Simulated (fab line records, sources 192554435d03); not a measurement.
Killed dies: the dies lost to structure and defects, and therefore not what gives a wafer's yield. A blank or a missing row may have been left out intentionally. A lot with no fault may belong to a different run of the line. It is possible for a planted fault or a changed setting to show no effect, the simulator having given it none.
Lot-split experiment || flow n5Finfet || 21 wafers read across 7 lots, on a route 1938 steps long

THE SPLIT ITSELF
At N5_BEOL_M9_TRENCH_ETCH_37 (etches SiCOH lowk in C4F6/O2, target depth 151.43 nm, time 49 s), the setting sourceW was moved away from the recipe's 345 W on 8 of the 21 wafers read, by -12.6% to +9.7%. For the rest of the wafers, this setting stayed at what the recipe calls for.

The reading is taken at the split's own step.

THE READING
rfVppV, in V, at N5_BEOL_M9_TRENCH_ETCH_37 (etches SiCOH lowk in C4F6/O2, target depth 151.43 nm, time 49 s). Fault-free wafers of this fab line usually give 669 V, standard deviation 8.8 V.

{"wafer": "L079.1", "tool, chamber at the split": "rieDiel-01, 2", "sourceW as run, W": 345, "against the recipe": "recipe", "rfVppV, V": 677, "against lot-mates on the recipe": "-"}
{"wafer": "L079.2", "tool, chamber at the split": "rieDiel-01, 1", "sourceW as run, W": 345, "against the recipe": "recipe", "rfVppV, V": 666, "against lot-mates on the recipe": "-"}
{"wafer": "L079.5", "tool, chamber at the split": "rieDiel-01, 3", "sourceW as run, W": 308.3, "against the recipe": "-10.6%", "rfVppV, V": 711, "against lot-mates on the recipe": "+40"}
{"wafer": "L080.1", "tool, chamber at the split": "rieDiel-01, 0", "sourceW as run, W": 345, "against the recipe": "recipe", "rfVppV, V": 681, "against lot-mates on the recipe": "-"}
{"wafer": "L080.3", "tool, chamber at the split": "rieDiel-01, 3", "sourceW as run, W": 301.6, "against the recipe": "-12.6%", "rfVppV, V": 718, "against lot-mates on the recipe": "+37"}
{"wafer": "L080.5", "tool, chamber at the split": "rieDiel-01, 1", "sourceW as run, W": 301.6, "against the recipe": "-12.6%", "rfVppV, V": 712, "against lot-mates on the recipe": "+31"}
{"wafer": "L084.2", "tool, chamber at the split": "rieDiel-03, 0", "sourceW as run, W": 374.4, "against the recipe": "+8.5%", "rfVppV, V": 655, "against lot-mates on the recipe": -22}
{"wafer": "L084.3", "tool, chamber at the split": "rieDiel-03, 1", "sourceW as run, W": 345, "against the recipe": "recipe", "rfVppV, V": 673, "against lot-mates on the recipe": "-"}
{"wafer": "L084.4", "tool, chamber at the split": "rieDiel-03, 0", "sourceW as run, W": 345, "against the recipe": "recipe", "rfVppV, V": 682, "against lot-mates on the recipe": "-"}
{"wafer": "L088.1", "tool, chamber at the split": "rieDiel-01, 3", "sourceW as run, W": 345, "against the recipe": "recipe", "rfVppV, V": 671, "against lot-mates on the recipe": "-"}
{"wafer": "L088.3", "tool, chamber at the split": "rieDiel-01, 2", "sourceW as run, W": 345, "against the recipe": "recipe", "rfVppV, V": 675, "against lot-mates on the recipe": "-"}
{"wafer": "L088.4", "tool, chamber at the split": "rieDiel-01, 1", "sourceW as run, W": 345, "against the recipe": "recipe", "rfVppV, V": 666, "against lot-mates on the recipe": "-"}
{"wafer": "L089.2", "tool, chamber at the split": "rieDiel-06, 2", "sourceW as run, W": 318.6, "against the recipe": "-7.7%", "rfVppV, V": 705, "against lot-mates on the recipe": "+30"}
{"wafer": "L089.3", "tool, chamber at the split": "rieDiel-06, 3", "sourceW as run, W": 345, "against the recipe": "recipe", "rfVppV, V": 675, "against lot-mates on the recipe": "-"}
{"wafer": "L089.6", "tool, chamber at the split": "rieDiel-06, 2", "sourceW as run, W": 318.6, "against the recipe": "-7.7%", "rfVppV, V": 704, "against lot-mates on the recipe": "+29"}
{"wafer": "L091.3", "tool, chamber at the split": "rieDiel-03, 1", "sourceW as run, W": 378.3, "against the recipe": "+9.7%", "rfVppV, V": 639, "against lot-mates on the recipe": -20}
{"wafer": "L091.4", "tool, chamber at the split": "rieDiel-03, 2", "sourceW as run, W": 345, "against the recipe": "recipe", "rfVppV, V": 659, "against lot-mates on the recipe": "-"}
{"wafer": "L091.6", "tool, chamber at the split": "rieDiel-03, 3", "sourceW as run, W": 378.3, "against the recipe": "+9.7%", "rfVppV, V": 630, "against lot-mates on the recipe": -29}
{"wafer": "L096.1", "tool, chamber at the split": "rieDiel-03, 2", "sourceW as run, W": 345, "against the recipe": "recipe", "rfVppV, V": 659, "against lot-mates on the recipe": "-"}
{"wafer": "L096.3", "tool, chamber at the split": "rieDiel-03, 0", "sourceW as run, W": 345, "against the recipe": "recipe", "rfVppV, V": 682, "against lot-mates on the recipe": "-"}
{"wafer": "L096.4", "tool, chamber at the split": "rieDiel-03, 1", "sourceW as run, W": 345, "against the recipe": "recipe", "rfVppV, V": 671, "against lot-mates on the recipe": "-"}

FIT RESULTS
A straight line over all 21 wafers: rfVppV changes by -3.53 V for each +1% of sourceW; r = -0.95; the points scatter about the line by 7.4 V.
The same after taking each lot's own level away (the mean of its wafers on the recipe; 21 wafers): -2.93 V for each +1%; r = -0.95; scatter 5.9 V.
Per that fit: largest sourceW move, reading shift of 37 V.
From 659.0 to 681.0 V: that is the span of the lots' own levels, equal to 2.5 times the standard deviation above.
In other words, the slope is changed by the lot-to-lot level; the two fits disagree.
Check: +38.5 V against its lot-mates is what the line predicts for one of the wafers moved furthest among these (-12.6%) when that wafer is left out of the fit. It came out at +37 V against them.
Tool readings at the split's step, against how far the setting was moved: rfVppV r = -0.95.

OTHER SPLITS APPLIED TO THESE WAFERS
Other splits were also applied to these wafers ahead of the reading. Each is held against what the fit with the lots' levels taken away leaves over:
{"other split on the same wafers": "N5_BEOL_M6_TRENCH_ETCH_37 sourceW", "wafers away from the commonest value": 11, "r with rfVppV (lot level and that fit taken away)": "+0.09"}
{"other split on the same wafers": "N5_BEOL_M8_PEB_09 pebTimeS", "wafers away from the commonest value": 8, "r with rfVppV (lot level and that fit taken away)": "+0.22"}
{"other split on the same wafers": "N5_BEOL_M9_COAT_05 spinRpm", "wafers away from the commonest value": 9, "r with rfVppV (lot level and that fit taken away)": -0.18}

THE FILE'S OWN FIT
rfVppV changes by -3.06 V for each +1% of sourceW, r = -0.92.
